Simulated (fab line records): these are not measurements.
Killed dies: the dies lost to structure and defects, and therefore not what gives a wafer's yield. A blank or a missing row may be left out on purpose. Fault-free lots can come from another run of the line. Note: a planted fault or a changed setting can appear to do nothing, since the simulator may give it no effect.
Lot-split experiment | flow n5-finfet | on a route of 1938 steps: 7 lots, 39 wafers read

== ON THE SPLIT ==
At N5_BEOL_M12_ILD_DEP_00 (deposits SiOC from DEMS/O2, target thk 658.92 nm, time 130.7 s), the setting time-s was moved away from the recipe's 130.7 s on 15 of the 39 wafers read, by -46.7% to +28.2%. The other wafers ran this setting at the recipe's value.

== FROM THE SPLIT TO THE READING: what the file shows between them, 6 steps ==
- N5_BEOL_M12_THK_MEAS_01
- N5_BEOL_M12_COAT_58: time 60 s, resist thk 89 nm
- N5_BEOL_M12_COAT_04: resist thk 400 nm
- N5_BEOL_M12_DESCUM_15: chemistry O2, time 7.9 s
- N5_BEOL_M12_ETCH_59: etches BARC in N2/H2, target depth 89 nm, overetch 26.7 nm, time 67.9 s
- N5_BEOL_M12_VIA_ETCH_16: etches SiOC in C4F8/O2/Ar, target depth 724.8 nm

== THE READING ==
oes-product-au, in a.u., at N5_BEOL_M12_STRIP_63 (strips in N2/H2). Fault-free wafers of this fab line usually give 0.693 a.u., standard deviation 0.0045 a.u.

wafer  | tool, chamber at the split | time-s as run, s | against the recipe | oes-product-au, a.u. | against lot-mates on the recipe
L074.1 | pecvd-01, 0                | 167.5            | +28.2%             | 0.671                | -0.019
L074.2 | pecvd-01, 2                | 167.5            | +28.2%             | 0.678                | -0.012
L074.3 | pecvd-01, 1                | 167.5            | +28.2%             | 0.675                | -0.015
L074.4 | pecvd-01, 2                | 130.7            | recipe             | 0.693                | -
L074.5 | pecvd-01, 0                | 130.7            | recipe             | 0.681                | -
L074.6 | pecvd-01, 1                | 130.7            | recipe             | 0.696                | -
L082.1 | pecvd-01, 0                | 130.7            | recipe             | 0.692                | -
L082.2 | pecvd-01, 2                | 130.7            | recipe             | 0.695                | -
L082.4 | pecvd-01, 1                | 130.7            | recipe             | 0.693                | -
L085.1 | pecvd-03, 2                | 130.7            | recipe             | 0.692                | -
L085.2 | pecvd-03, 0                | 130.7            | recipe             | 0.694                | -
L085.3 | pecvd-03, 1                | 130.7            | recipe             | 0.695                | -
L085.4 | pecvd-03, 2                | 130.7            | recipe             | 0.689                | -
L085.5 | pecvd-03, 0                | 130.7            | recipe             | 0.692                | -
L085.6 | pecvd-03, 1                | 130.7            | recipe             | 0.695                | -
L090.1 | pecvd-02, 1                | 130.7            | recipe             | 0.698                | -
L090.2 | pecvd-02, 0                | 69.63            | -46.7%             | 0.822                | +0.129
L090.3 | pecvd-02, 2                | 69.63            | -46.7%             | 0.819                | +0.126
L090.4 | pecvd-02, 2                | 69.63            | -46.7%             | 0.809                | +0.116
L090.5 | pecvd-02, 1                | 130.7            | recipe             | 0.689                | -
L090.6 | pecvd-02, 0                | 130.7            | recipe             | 0.691                | -
L091.1 | pecvd-02, 1                | 73.5             | -43.8%             | 0.810                | +0.117
L091.2 | pecvd-02, 0                | 73.5             | -43.8%             | 0.802                | +0.109
L091.3 | pecvd-02, 2                | 73.5             | -43.8%             | 0.795                | +0.102
L091.4 | pecvd-02, 1                | 130.7            | recipe             | 0.694                | -
L091.5 | pecvd-02, 0                | 130.7            | recipe             | 0.692                | -
L091.6 | pecvd-02, 2                | 130.7            | recipe             | 0.694                | -
L095.1 | pecvd-02, 0                | 130.7            | recipe             | 0.691                | -
L095.2 | pecvd-02, 2                | 130.7            | recipe             | 0.702                | -
L095.3 | pecvd-02, 1                | 85.21            | -34.8%             | 0.752                | +0.057
L095.4 | pecvd-02, 1                | 130.7            | recipe             | 0.692                | -
L095.5 | pecvd-02, 0                | 85.21            | -34.8%             | 0.743                | +0.048
L095.6 | pecvd-02, 2                | 85.21            | -34.8%             | 0.742                | +0.047
L097.1 | pecvd-01, 0                | 130.7            | recipe             | 0.684                | -
L097.2 | pecvd-01, 1                | 105.3            | -19.4%             | 0.698                | +0.007
L097.3 | pecvd-01, 2                | 130.7            | recipe             | 0.694                | -
L097.4 | pecvd-01, 2                | 105.3            | -19.4%             | 0.707                | +0.016
L097.5 | pecvd-01, 0                | 105.3            | -19.4%             | 0.703                | +0.012
L097.6 | pecvd-01, 1                | 130.7            | recipe             | 0.695                | -

FIT RESULTS
A straight line over all 39 wafers: oes-product-au changes by -0.00196 a.u. for each +1% of time-s; r = -0.91; the points scatter about the line by 0.018 a.u.
The same after taking each lot's own level away (the mean of its wafers on the recipe; 39 wafers): -0.00193 a.u. for each +1%; r = -0.91; scatter 0.018 a.u.
That fit puts the effect of the largest move of time-s on the reading at 0.09 a.u.
Across the lots, their own levels run from 0.6900 to 0.6950 a.u., a range of 1.1 times the standard deviation given above.
Hence the lot-to-lot level has little effect on the slope; both slopes agree.
Check: for one of the wafers moved furthest among these (-46.7%), held out of the fit, the line's prediction against its lot-mates is +0.0898 a.u. It came out at +0.129 a.u. against them.

== THE WHOLE CHAIN: every reading that the file lists as answering this split, in the file's order ==
step                    | what it does                                                   | reading                                                                             | change (the file's fit)                 | r (the file's)
N5_BEOL_M12_ILD_DEP_00  | deposits SiOC from DEMS/O2, target thk 658.92 nm, time 130.7 s | SiOC_of_BEOL_M12_ILD_DEP_00.thk-nm (the simulator's own value, which no gauge read) | +6.57 nm for each +1% of the setting    | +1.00
N5_BEOL_M12_THK_MEAS_01 |                                                                | M12_ILD_THK                                                                         | +6.56 for each +1% of the setting       | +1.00
N5_BEOL_M12_VIA_ETCH_16 | etches SiOC in C4F8/O2/Ar, target depth 724.8 nm               | etch.depth-nm (the simulator's own value, which no gauge read)                      | +6.57 nm for each +1% of the setting    | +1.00
N5_BEOL_M12_VIA_ETCH_16 | etches SiOC in C4F8/O2/Ar, target depth 724.8 nm               | coat_of_BEOL_M12_COAT_04.thk-nm (the simulator's own value, which no gauge read)    | -1.94 nm for each +1% of the setting    | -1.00
N5_BEOL_M12_STRIP_63    | strips in N2/H2                                                | oes-product-au                                                                      | -0.002 a.u. for each +1% of the setting | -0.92
N5_BEOL_M12_STRIP_63    | strips in N2/H2                                                | strip-time-to-endpoint-s                                                            | withheld for each +1% of the setting    | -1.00

== THE FILE'S OWN FIT ==
oes-product-au changes by -0.002 a.u. for each +1% of time-s, r = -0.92.
